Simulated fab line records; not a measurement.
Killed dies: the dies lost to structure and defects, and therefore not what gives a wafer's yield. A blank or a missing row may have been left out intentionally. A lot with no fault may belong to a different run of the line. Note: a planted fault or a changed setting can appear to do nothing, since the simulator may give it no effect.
fab line records :: flow n5Finfet
record
  lots=4
  wafers=12
  lastDay=16
route steps=1938 shown BEOL_M3@951 BEOL_M4@1111 PASSIVATION@1936
lots with no fault: from the same line, run without faults
startH: hours from the record's opening day to when the first of the lot's shown wafers began :: waitH: time in hours since the lot's previous step :: " identical to the entry in the row above :: L1.1+2: a single row standing in for several wafers :: - no value, or no start was given :: * or withheld: withheld :: < > ~ a bound
route shown NAME@n: NAME is a module with steps in the file, n the number in the route of the first one :: usual: average and standard deviation across the fault-free wafers :: same: alike in all rows :: chamber/n: place in a boat :: sites: per-site readings :: _std_site: standard deviation of those values :: _edge_site: the outer-site mean with the inner-site mean subtracted :: radiusMm: for every site, how far away it sits from the centre of the wafer :: mask NAME#n: copy n :: behind: tool/chamber where the wafer was last shaped :: hold: what put the lot on hold/how long, in hours/how the hold closed :: device: the n, p or np transistor that did not switch :: end of line: the tests these same wafers got at the end of their route :: a step given without rows: its recipe and nothing more :: killed: not the wafer's yield, but the dies lost to structure and defects at the first sort :: map: per-die view of a wafer (x killed, . not killed, _ where there is no die)
set.NAME: the setting the step ran with; set.NAME@STEP: the setting that earlier step ran with :: model.NAME: the simulator's own value behind a step, which no gauge read
lots at some steps of the route; a table a step, a row a wafer
services: a tool's chamber out of use, with start hour (startH, from the record's first day; less than 0 if before it), hours out, and reason
## steps
# step N5_BEOL_M3_STRIP_65
# recipe
  chemistry=N2/H2
  tempC=40
  n2FlowSccm=200
  h2FlowSccm=200
  rfFrequencyHz=6e+07
# step N5_BEOL_M3_STRIP_75
# recipe
  chemistry=N2/H2
  tempC=40
  n2FlowSccm=200
  h2FlowSccm=200
  rfFrequencyHz=6e+07
# step N5_BEOL_M3_STRIP_66
# recipe
  chemistry=CF4
  resist=SiARC
  powerW=300
  biasPowerW=75
  pressureMtorr=50
  cf4FlowSccm=150
  rfFrequencyHz=6e+07
# step N5_BEOL_M3_HM_OPEN_17
# recipe
  chemistry=Cl2/BCl3
  targetDepthA=200
  overetchA=60
  target=TiN
  maskMaterial=SOC
  ionEnergyEv=150
  pressureMtorr=10
  icpW=1000
  biasW=126
  Cl2_flow_sccm=53.25
  bcl3FlowSccm=21.75
  Ar_flow_sccm=25
# step N5_BEOL_M3_STRIP_19
# recipe
  chemistry=O2
  powerW=400
  tempC=40
  pressureMtorr=30
  rfFrequencyHz=6e+07
  biasPowerW=0
  overashFraction=0.2
  o2FlowSccm=225
# step N5_BEOL_M3_COAT_67
# recipe
  resist=SOC
  tempC=250
  timeS=60
  spinRpm=1500
  resistThkNm=60
# step N5_BEOL_M3_COAT_68
# recipe
  resist=SiARC
  tempC=220
  timeS=60
  spinRpm=1500
  resistThkNm=12
# step N5_BEOL_M3_COAT_76
# recipe
  resist=underlayer
  tempC=205
  timeS=60
  spinRpm=1500
  resistThkNm=5
# step N5_BEOL_M3_COAT_22
# recipe
  resist=CAR-EUV
  spinRpm=1500
  resistThkNm=30
# step N5_BEOL_M3_EBR_24
# recipe
  solvent=PGMEA
  ebrWidthMm=1.5
# step N5_BEOL_M3_SOFTBAKE_23
# recipe
  tempC=110
  timeS=60
  resist=CAR-EUV
# step N5_BEOL_M3_EXPOSE_25
# recipe
  maskId=V2
  na=0.33
  sourceShape=quasar
  sigmaInner=0.2
  sigmaOuter=0.8
  polarization=unpolarized
  defocusNm=5
  doseMj=63
# usual
  exposureDoseMJCm2=63.7/0.75
# same
  na=0.33
lot.wafer: L485.2
tool: euvScanner-01
chamber: 0
startH: 148.58
waitH: -
mask: V2#0
exposureDoseMJCm2: 64.5

lot.wafer: L485.3
tool: euvScanner-01
chamber: 0
startH: 148.58
waitH: -
mask: V2#0
exposureDoseMJCm2: 64.5

lot.wafer: L485.6
tool: euvScanner-01
chamber: 0
startH: 148.58
waitH: -
mask: V2#0
exposureDoseMJCm2: 64.4

lot.wafer: L491.1
tool: euvScanner-01
chamber: 0
startH: 180.63
waitH: -
mask: V2#0
exposureDoseMJCm2: 58.8

lot.wafer: L491.2
tool: euvScanner-01
chamber: 0
startH: 180.63
waitH: -
mask: V2#0
exposureDoseMJCm2: 58.7

lot.wafer: L491.6
tool: euvScanner-01
chamber: 0
startH: 180.63
waitH: -
mask: V2#0
exposureDoseMJCm2: 58.7

lot.wafer: L492.1
tool: euvScanner-01
chamber: 0
startH: 187.13
waitH: -
mask: V2#0
exposureDoseMJCm2: 59.9

lot.wafer: L492.3
tool: euvScanner-01
chamber: 0
startH: 187.13
waitH: -
mask: V2#0
exposureDoseMJCm2: 60.0

lot.wafer: L492.4
tool: euvScanner-01
chamber: 0
startH: 187.13
waitH: -
mask: V2#0
exposureDoseMJCm2: 60.0

lot.wafer: L500.1
tool: euvScanner-02
chamber: 0
startH: 242.91
waitH: -
mask: V2#0
exposureDoseMJCm2: 63.0

lot.wafer: L500.3
tool: euvScanner-02
chamber: 0
startH: 242.91
waitH: -
mask: V2#0
exposureDoseMJCm2: 62.9

lot.wafer: L500.5
tool: euvScanner-02
chamber: 0
startH: 242.91
waitH: -
mask: V2#0
exposureDoseMJCm2: 63.0
# step N5_BEOL_M3_PEB_26
# recipe
  pebTempC=100
  pebTimeS=60
  resist=CAR-EUV
# step N5_BEOL_M3_DEVELOP_27
# recipe
  developTimeS=30
  developer=TMAH
  resist=CAR-EUV
  rinseLiquid=surfactantRinse
  dry=airSpin
  devTempC=23
# step N5_BEOL_M3_CD_MEAS_28
# recipe
  targetCdNm=25.7
  landingEnergyEv=500
  detector=seInlens
  targetCdYNm=23.3
  polarity=opening
# usual
  cdNm=25.69/0.23
lot.wafer: L485.2
tool: cdSem-02
chamber: 0
startH: 148.71
waitH: -
cdNm: 25.75

lot.wafer: L485.3
tool: cdSem-02
chamber: 0
startH: 148.71
waitH: -
cdNm: 26.04

lot.wafer: L485.6
tool: cdSem-02
chamber: 0
startH: 148.71
waitH: -
cdNm: 26.31

lot.wafer: L491.1
tool: cdSem-03
chamber: 0
startH: 180.77
waitH: -
cdNm: 24.38

lot.wafer: L491.2
tool: cdSem-03
chamber: 0
startH: 180.77
waitH: -
cdNm: 23.69

lot.wafer: L491.6
tool: cdSem-03
chamber: 0
startH: 180.77
waitH: -
cdNm: 24.07

lot.wafer: L492.1
tool: cdSem-01
chamber: 0
startH: 187.28
waitH: -
cdNm: 24.36

lot.wafer: L492.3
tool: cdSem-01
chamber: 0
startH: 187.28
waitH: -
cdNm: 24.21

lot.wafer: L492.4
tool: cdSem-01
chamber: 0
startH: 187.28
waitH: -
cdNm: 24.02

lot.wafer: L500.1
tool: cdSem-02
chamber: 0
startH: 243.05
waitH: -
cdNm: 25.69

lot.wafer: L500.3
tool: cdSem-02
chamber: 0
startH: 243.05
waitH: -
cdNm: 25.67

lot.wafer: L500.5
tool: cdSem-02
chamber: 0
startH: 243.05
waitH: -
cdNm: 25.83
# step N5_BEOL_M3_DESCUM_33
# recipe
  chemistry=O2
  timeS=7
  sourcePowerW=50
  biasPowerW=20
  pressureMtorr=20
  rfFrequencyHz=2.712e+07
  tempC=40
  resist=CAR-EUV
  o2FlowSccm=225
# step N5_BEOL_M3_ETCH_77
# recipe
  chemistry=N2/H2
  target=underlayer
  targetDepthA=65
  maskMaterial=CAR-EUV
  timeS=5.2
  ionEnergyEv=200
  pressureMtorr=30
  sourceW=840
  biasW=150
  n2FlowSccm=200
  h2FlowSccm=200
  ends=cleared
# step N5_BEOL_M3_ETCH_69
# recipe
  chemistry=CF4
  target=SiARC
  targetDepthA=156
  maskMaterial=CAR-EUV
  timeS=26
  ionEnergyEv=80
  pressureMtorr=40
  sourceW=545
  biasW=36
  Ar_flow_sccm=100
  cf4FlowSccm=100
  ends=cleared
# step N5_BEOL_M3_ALD_98
# recipe
  material=SiO2
  targetThkA=25
  tempC=100
  aldPrecursorFamily=BDEAS
  aldCoReactant=O2-plasma
  pulseTimeS=1
  coReactantPulseTimeS=1
  purgeTimeS=2
  coReactantPurgeTimeS=2
  aldCycles=17
  pressureTorr=2
# step N5_BEOL_M3_ETCHBACK_99
# recipe
  chemistry=CHF3
  target=SiO2
  targetDepthA=50
  timeS=10.4
  sourceW=215
  biasW=47
  Ar_flow_sccm=200
  CHF3_flow_sccm=12
  ionEnergyEv=100
  pressureMtorr=30
# step N5_BEOL_M3_ETCH_70
# recipe
  chemistry=N2/H2
  target=SOC
  targetDepthA=800
  overetchA=160
  maskMaterial=SiARC
  tempC=40
  timeS=120
  ionEnergyEv=200
  pressureMtorr=30
  sourceW=840
  biasW=150
  n2FlowSccm=200
  h2FlowSccm=200
# step N5_BEOL_M3_STRIP_71
# recipe
  chemistry=N2/H2
  tempC=40
  n2FlowSccm=200
  h2FlowSccm=200
  rfFrequencyHz=6e+07
# step N5_BEOL_M3_STRIP_78
# recipe
  chemistry=N2/H2
  tempC=40
  n2FlowSccm=200
  h2FlowSccm=200
  rfFrequencyHz=6e+07
# step N5_BEOL_M3_VIA_ETCH_34
# recipe
  chemistry=C4F6/O2
  targetDepthA=694
  maskMaterial=SOC
  pressureMtorr=15
  ionEnergyEv=250
  taperDeg=4
  timeS=65.9
  sourceW=350
  biasW=170
  Ar_flow_sccm=300
  C4F6_flow_sccm=10
  O2_flow_sccm=10
# step N5_BEOL_M3_STRIP_83
# recipe
  chemistry=C4F6/O2
  resist=SiARC
  rfFrequencyHz=6e+07
# step N5_BEOL_M3_STRIP_36
# recipe
  chemistry=N2/H2
  powerW=450
  tempC=40
  pressureMtorr=20
  rfFrequencyHz=6e+07
  overashFraction=0.3
  biasPowerW=7
  h2Frac=0.5
  n2FlowSccm=200
  h2FlowSccm=200
# step N5_BEOL_M3_TRENCH_ETCH_37
# recipe
  chemistry=C4F6/O2
  targetDepthA=555.55
  target=SiOC
  timeS=29.2
  ionEnergyEv=250
  pressureMtorr=30
  sourceW=355
  biasW=185
  Ar_flow_sccm=300
  C4F6_flow_sccm=10
  O2_flow_sccm=10
# step N5_BEOL_M3_ETCH_41
# recipe
  chemistry=CH3F/O2
  target=SiCN
  targetDepthA=299
  taperDeg=2
  timeS=52.5
  ionEnergyEv=120
  maskMaterial=TiN
  pressureMtorr=30
  sourceW=395
  biasW=75
  Ar_flow_sccm=150
  CH3F_flow_sccm=30
  O2_flow_sccm=20
# step N5_BEOL_M3_STRIP_97
# recipe
  chemistry=N2/H2
  timeS=10
  powerW=450
  tempC=40
  pressureMtorr=20
  rfFrequencyHz=6e+07
  biasPowerW=7
  n2FlowSccm=200
  h2FlowSccm=200
# step N5_BEOL_M3_HM_STRIP_39
# recipe
  chemistry=peroxideTinStrip
  material=TiN
  targetDepthA=250
  tempC=50
  timeS=158
# step N5_BEOL_M3_SRD_40
# recipe
  timeS=30
  tempC=23
  rinseLiquid=diw
  dry=ipaMarangoni
# step N5_BEOL_M3_PRECLEAN_42
# recipe
  chemistry=residueRemover
  timeS=60
  tempC=40
# step N5_BEOL_M3_SRD_43
# recipe
  timeS=30
  tempC=23
  rinseLiquid=diw
  dry=ipaMarangoni
# step N5_BEOL_M3_DEGAS_44
# recipe
  ambient=vacuum
  tempC=250
  timeS=60
# step N5_BEOL_M3_PRE_CLEAN_45
# recipe
  gas=H2/He
  timeS=30
  tempC=250
# step N5_BEOL_M3_ALD_84
# recipe
  material=TaN
  targetThkA=*
  tempC=275
  aldPrecursorFamily=PDMAT
  aldCoReactant=NH3
  pressureTorr=3
  carrierFlowSccm=1500
  pulseTimeS=2
  purgeTimeS=3
  coReactantPurgeTimeS=2
  coReactantPulseTimeS=3
  aldCycles=30
  precursorVesselTempC=75
  precursorVesselPressureTorr=26.25
  precursorVesselCarrierSccm=1000
# step N5_BEOL_M3_SURFACE_TREAT_85
# recipe
  gas=Ar
  timeS=*
  ionEnergyEv=*
  ionCurrentMaCm2=0.5
  pressureMtorr=*
  arFlowSccm=30
# step N5_BEOL_M4_RC_MEAS_101
# usual
  CHAIN_V2=232/7.5
  CHAIN_V2_max_site=241/8.2
  DIBL_N=35.7/1.3
  DIBL_P=36.0/1.6
  IOFF_N=0.154/0.025
  IOFF_P=0.21/0.034
  ION_N=675/9.7
  ION_P=465/7.4
  SS_N=71.3/0.55
  SS_P=73.1/0.52
  VT_N=250/3
  VT_P=-249/3.6
lot.wafer: L485.2
tool: prober-01
chamber: 0
startH: 167.72
waitH: 0.2
CHAIN_V2[ohm/link]: 226
CHAIN_V2_max_site[ohm/link]: 235
DIBL_N[mV/V]: 35.3
DIBL_P[mV/V]: 36.6
IOFF_N[nA/um]: 0.142
IOFF_P[nA/um]: 0.20
ION_N[uA/um]: 670
ION_P[uA/um]: 459
SS_N[mV/dec]: 71.5
SS_P[mV/dec]: 72.6
VT_N[mV]: 250
VT_P[mV]: -247

lot.wafer: L485.3
tool: prober-01
chamber: 0
startH: 167.72
waitH: 0.2
CHAIN_V2[ohm/link]: 230
CHAIN_V2_max_site[ohm/link]: 237
DIBL_N[mV/V]: 36.9
DIBL_P[mV/V]: 39.1
IOFF_N[nA/um]: 0.190
IOFF_P[nA/um]: 0.26
ION_N[uA/um]: 699
ION_P[uA/um]: 477
SS_N[mV/dec]: 71.5
SS_P[mV/dec]: 73.8
VT_N[mV]: 244
VT_P[mV]: -247

lot.wafer: L485.6
tool: prober-01
chamber: 0
startH: 167.72
waitH: 0.2
CHAIN_V2[ohm/link]: 227
CHAIN_V2_max_site[ohm/link]: 240
DIBL_N[mV/V]: 36.2
DIBL_P[mV/V]: 37.3
IOFF_N[nA/um]: 0.165
IOFF_P[nA/um]: 0.22
ION_N[uA/um]: 681
ION_P[uA/um]: 468
SS_N[mV/dec]: 71.9
SS_P[mV/dec]: 73.1
VT_N[mV]: 249
VT_P[mV]: -251

lot.wafer: L491.1
tool: prober-01
chamber: 0
startH: 203.87
waitH: 0.0
CHAIN_V2[ohm/link]: 261
CHAIN_V2_max_site[ohm/link]: 275
DIBL_N[mV/V]: 34.9
DIBL_P[mV/V]: 34.9
IOFF_N[nA/um]: 0.138
IOFF_P[nA/um]: 0.20
ION_N[uA/um]: 675
ION_P[uA/um]: 463
SS_N[mV/dec]: 70.7
SS_P[mV/dec]: 73.0
VT_N[mV]: 251
VT_P[mV]: -248

lot.wafer: L491.2
tool: prober-01
chamber: 0
startH: 203.87
waitH: 0.0
CHAIN_V2[ohm/link]: 273
CHAIN_V2_max_site[ohm/link]: 293
DIBL_N[mV/V]: 33.8
DIBL_P[mV/V]: 34.2
IOFF_N[nA/um]: 0.122
IOFF_P[nA/um]: 0.20
ION_N[uA/um]: 668
ION_P[uA/um]: 467
SS_N[mV/dec]: 71.1
SS_P[mV/dec]: 72.7
VT_N[mV]: 250
VT_P[mV]: -250

lot.wafer: L491.6
tool: prober-01
chamber: 0
startH: 203.87
waitH: 0.0
CHAIN_V2[ohm/link]: 272
CHAIN_V2_max_site[ohm/link]: 287
DIBL_N[mV/V]: 35.8
DIBL_P[mV/V]: 35.6
IOFF_N[nA/um]: 0.151
IOFF_P[nA/um]: 0.21
ION_N[uA/um]: 682
ION_P[uA/um]: 471
SS_N[mV/dec]: 70.5
SS_P[mV/dec]: 73.4
VT_N[mV]: 248
VT_P[mV]: -248

lot.wafer: L492.1
tool: prober-01
chamber: 0
startH: 214.29
waitH: 0.0
CHAIN_V2[ohm/link]: 260
CHAIN_V2_max_site[ohm/link]: 270
DIBL_N[mV/V]: 37.6
DIBL_P[mV/V]: 38.2
IOFF_N[nA/um]: 0.188
IOFF_P[nA/um]: 0.27
ION_N[uA/um]: 678
ION_P[uA/um]: 468
SS_N[mV/dec]: 72.0
SS_P[mV/dec]: 72.7
VT_N[mV]: 248
VT_P[mV]: -245

lot.wafer: L492.3
tool: prober-01
chamber: 0
startH: 214.29
waitH: 0.0
CHAIN_V2[ohm/link]: 251
CHAIN_V2_max_site[ohm/link]: 267
DIBL_N[mV/V]: 36.7
DIBL_P[mV/V]: 37.6
IOFF_N[nA/um]: 0.165
IOFF_P[nA/um]: 0.25
ION_N[uA/um]: 678
ION_P[uA/um]: 471
SS_N[mV/dec]: 71.1
SS_P[mV/dec]: 72.9
VT_N[mV]: 250
VT_P[mV]: -246

lot.wafer: L492.4
tool: prober-01
chamber: 0
startH: 214.29
waitH: 0.0
CHAIN_V2[ohm/link]: 264
CHAIN_V2_max_site[ohm/link]: 270
DIBL_N[mV/V]: 35.5
DIBL_P[mV/V]: 36.1
IOFF_N[nA/um]: 0.146
IOFF_P[nA/um]: 0.23
ION_N[uA/um]: 676
ION_P[uA/um]: 470
SS_N[mV/dec]: 71.0
SS_P[mV/dec]: 72.8
VT_N[mV]: 249
VT_P[mV]: -247

lot.wafer: L500.1
tool: prober-02
chamber: 0
startH: 270.06
waitH: 0.0
CHAIN_V2[ohm/link]: 232
CHAIN_V2_max_site[ohm/link]: 241
DIBL_N[mV/V]: 35.3
DIBL_P[mV/V]: 35.1
IOFF_N[nA/um]: 0.140
IOFF_P[nA/um]: 0.19
ION_N[uA/um]: 674
ION_P[uA/um]: 461
SS_N[mV/dec]: 69.8
SS_P[mV/dec]: 73.3
VT_N[mV]: 252
VT_P[mV]: -251

lot.wafer: L500.3
tool: prober-02
chamber: 0
startH: 270.06
waitH: 0.0
CHAIN_V2[ohm/link]: 229
CHAIN_V2_max_site[ohm/link]: 234
DIBL_N[mV/V]: 34.7
DIBL_P[mV/V]: 34.1
IOFF_N[nA/um]: 0.128
IOFF_P[nA/um]: 0.18
ION_N[uA/um]: 667
ION_P[uA/um]: 464
SS_N[mV/dec]: 71.0
SS_P[mV/dec]: 72.8
VT_N[mV]: 251
VT_P[mV]: -255

lot.wafer: L500.5
tool: prober-02
chamber: 0
startH: 270.06
waitH: 0.0
CHAIN_V2[ohm/link]: 220
CHAIN_V2_max_site[ohm/link]: 225
DIBL_N[mV/V]: 35.0
DIBL_P[mV/V]: 34.5
IOFF_N[nA/um]: 0.129
IOFF_P[nA/um]: 0.19
ION_N[uA/um]: 672
ION_P[uA/um]: 468
SS_N[mV/dec]: 70.0
SS_P[mV/dec]: 72.9
VT_N[mV]: 251
VT_P[mV]: -251
# sites CHAIN_V2 radiusMm=0,75,75,75,75,140,140,140,140
L485.2 226 233 235 234 222 220 221 231 215
L491.1 269 261 262 268 275 251 248 251 257
L492.1 257 267 269 266 270 257 255 260 253
L500.1 241 234 232 236 233 199 208 209 208
# step N5_PASSIVATION_PROBE_49
# usual
  defectLimitedYield=91.6/1.4
  killed_at_M0_to_M3=35/10
  killed_at_M4_up=13/5.3
  killedAtContacts=12/5.9
  killedAtFrontEnd=36/9.9
  killedAtOther=3.2/3
  killedDies=99/16
  killedOpen=66/12
  killedShort=32/7.7
  sort_bin_5_function=4.9/0.91
  sort_bin_6_memory=3.2/0.65
  sortNPass=1081/16
  sortYieldPct=91.6/1.4
# same
  grossDies=1180
  killedAtBackSide=0
  sort_bin_4_leakage[%]=0
  sort_bin_8_speed[%]=0
lot.wafer: L491.2
tool: prober-01
chamber: -
startH: 311.08
waitH: 0.1
defectLimitedYield[%]: 90.2
killed_at_M0_to_M3: 43
killed_at_M4_up: 18
killedAtContacts: 16
killedAtFrontEnd: 34
killedAtOther: 5
killedDies: 116
killedOpen: 76
killedShort: 37
sort_bin_5_function[%]: 6.5
sort_bin_6_memory[%]: 3.1
sortNPass: 1064
sortYieldPct[%]: 90.2

lot.wafer: L491.6
tool: prober-01
chamber: -
startH: 311.28
waitH: 0.3
defectLimitedYield[%]: 91.0
killed_at_M0_to_M3: 36
killed_at_M4_up: 17
killedAtContacts: 17
killedAtFrontEnd: 30
killedAtOther: 6
killedDies: 106
killedOpen: 61
killedShort: 43
sort_bin_5_function[%]: 4.7
sort_bin_6_memory[%]: 4.2
sortNPass: 1074
sortYieldPct[%]: 91.0
# killed by level:class
L491.2 MOL_CONTACT_COAG:geometricParticle:open=12 BEOL_M0_SAQP:geometricParticle:open=11 STI_FIN_REVEAL:geometricParticle:open=10 BEOL_M0_SAQP:geometricParticle:short=9 BEOL_M3:geometricParticle:open=8 BEOL_M4:geometricParticle:open=7 BEOL_M2:geometricParticle:open=6 BEOL_M4:geometricParticle:short=5
L491.6 MOL_CONTACT_COAG:geometricParticle:open=14 BEOL_M0_SAQP:geometricParticle:short=8 BEOL_M0_SAQP:geometricParticle:open=8 BEOL_M1:geometricParticle:open=6 BEOL_M4:geometricParticle:open=6 FIN_SAQP:geometricParticle:open=5 FIN_SAQP:geometricParticle:short=5 BEOL_M2:geometricParticle:open=5
## services
tool: euvScanner-02
chamber: -
startH: 125.75
hours: 1.0
kind: pm

tool: euvScanner-01
chamber: 0
startH: 128.95
hours: -
kind: calibration

tool: euvScanner-02
chamber: -
startH: 140.81
hours: 4.6
kind: pm

tool: euvScanner-02
chamber: -
startH: 153.25
hours: 5.8
kind: pm

tool: euvScanner-01
chamber: -
startH: 167.31
hours: 1.0
kind: pm

tool: euvScanner-02
chamber: -
startH: 177.38
hours: 1.3
kind: repair

tool: euvScanner-02
chamber: -
startH: 181.90
hours: 1.0
kind: pm

tool: euvScanner-01
chamber: -
startH: 208.50
hours: 4.6
kind: pm

tool: euvScanner-01
chamber: -
startH: 223.51
hours: 1.0
kind: pm

tool: euvScanner-02
chamber: -
startH: 238.05
hours: 1.0
kind: pm
## key
firstSign
  step=N5_BEOL_M3_EXPOSE_25
  reading=exposureDoseMJCm2
  direction=down
  sigmas=5.8
  usual=63.7
  struck=59.3
effect
  step=N5_BEOL_M3_CD_MEAS_28
  reading=cdNm
  direction=down
  sigmas=6.9
  usual=25.69
  struck=24.12
  through=controlLoop
effect
  step=N5_BEOL_M4_RC_MEAS_101
  reading=CHAIN_V2
  direction=up
  sigmas=4.2
  usual=232
  struck=263
effect
  step=N5_BEOL_M4_RC_MEAS_101
  reading=CHAIN_V2_max_site
  direction=up
  sigmas=4.4
  usual=241
  struck=277
metAt N5_BEOL_M3_EXPOSE_25
struckWafers L491.1,L491.2,L491.6,L492.1,L492.3,L492.4
rowsEnd L492.1,L492.3,L492.4
loopTrim
  step=N5_BEOL_M3_EXPOSE_25
  setting=dose
  lots=L492
onsetBetween 148.58 180.63
fault
  kind=processParameterDrift
  tool=euvScanner-01
  chamber=-
  onsetH=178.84
  steps=N5_BEOL_M3_EXPOSE_25
  channel=doseMj
  offset=-5.6614
  shape=step
  actsIn=theseRecipesOnly
  stated=63
# rowsEnd: these wafers met a further fault down the route, and their rows from its step on are left out
# loopTrim: a control loop set the setting to another value than it would have without faults
